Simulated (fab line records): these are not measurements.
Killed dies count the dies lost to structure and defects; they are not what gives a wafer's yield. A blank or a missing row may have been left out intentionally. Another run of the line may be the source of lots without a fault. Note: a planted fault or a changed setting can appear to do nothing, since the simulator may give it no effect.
Problem report in the 8D (eight disciplines) form, filled by code -- flow n5 finfet -- the parts of the form that need people (team, actions taken, sign-off) are left out

1. WHAT WENT WRONG
At N5_BEOL_M6_EXPOSE_08, exposure dose mJ cm2 averages 67.11 over 6 wafers from 2 lots, while fault-free wafers read 68.18, standard deviation 0.079. That puts it -14 standard deviations away from the usual mean.
The step: exposes mask M6.
Seen first at day 14 01:16 on arfi scanner-02, wafer L272.1. At this step, 12 wafers from 4 lots have a number in the record. The rule behind "out" and "out of limits": a value lying over 4 standard deviations away from the usual mean. The other wafers with a number count as sound.

2. WHAT IT IS AND WHAT IT IS NOT
question,is,is not
which readings at this step,exposure dose mJ cm2,reticle temp C
which lots,"L272, L273","L261, L274"
which wafers of those lots,all that have a number,-
read on which tools,arfi scanner-02,arfi scanner-03
when,from day 14 01:16,up to then (3 sound wafers); but 3 sound wafers of L274 came after

3. WHAT RULES OUT EACH SUSPECT
Counting: a tool stays on the suspect list if, at a process step up to the reading, it processed all lots that are out and no sound lot following the first of them.
- arfi scanner-02 at N5_BEOL_M6_EXPOSE_08 (exposes mask M6): kept. All lots that are out passed through it, beginning with L272 at day 14 01:16, and no sound lot followed; its final sound lot before that point was L261 at day 9 18:37. On those wafers its own readings are out: exposure dose mJ cm2.
Left after counting: arfi scanner-02 at N5_BEOL_M6_EXPOSE_08.

4. THE CAUSE (what the simulator had put in)
Process parameter drift: arfi scanner-02, from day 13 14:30 on, at N5_BEOL_M6_EXPOSE_08. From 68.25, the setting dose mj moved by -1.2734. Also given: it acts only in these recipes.
After counting, this tool was the only one left.

5. THE EFFECT CHAIN, in route order
Each row: a reading whose mean over the struck wafers that have a number lies more than 3 standard deviations from the usual. Only readings whose record carries a usual standard deviation are examined. hours: median over the lots of the time between each lot's start at the first step of this table that gives one and its start at this step. sigmas: the change, counted in usual standard deviations.
hours,step,reading,usual,on struck wafers,change,sigmas
0,N5_BEOL_M6_EXPOSE_08,exposure dose mJ cm2,68.18,67.11,-1.07,-14
Its process steps:
- N5_BEOL_M6_EXPOSE_08: exposes mask M6.

6. HOW IT WOULD HAVE BEEN CAUGHT EARLIER
The fault began at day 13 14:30; the first out-of-limits reading in this record came at day 14 01:16, 11 hours later.
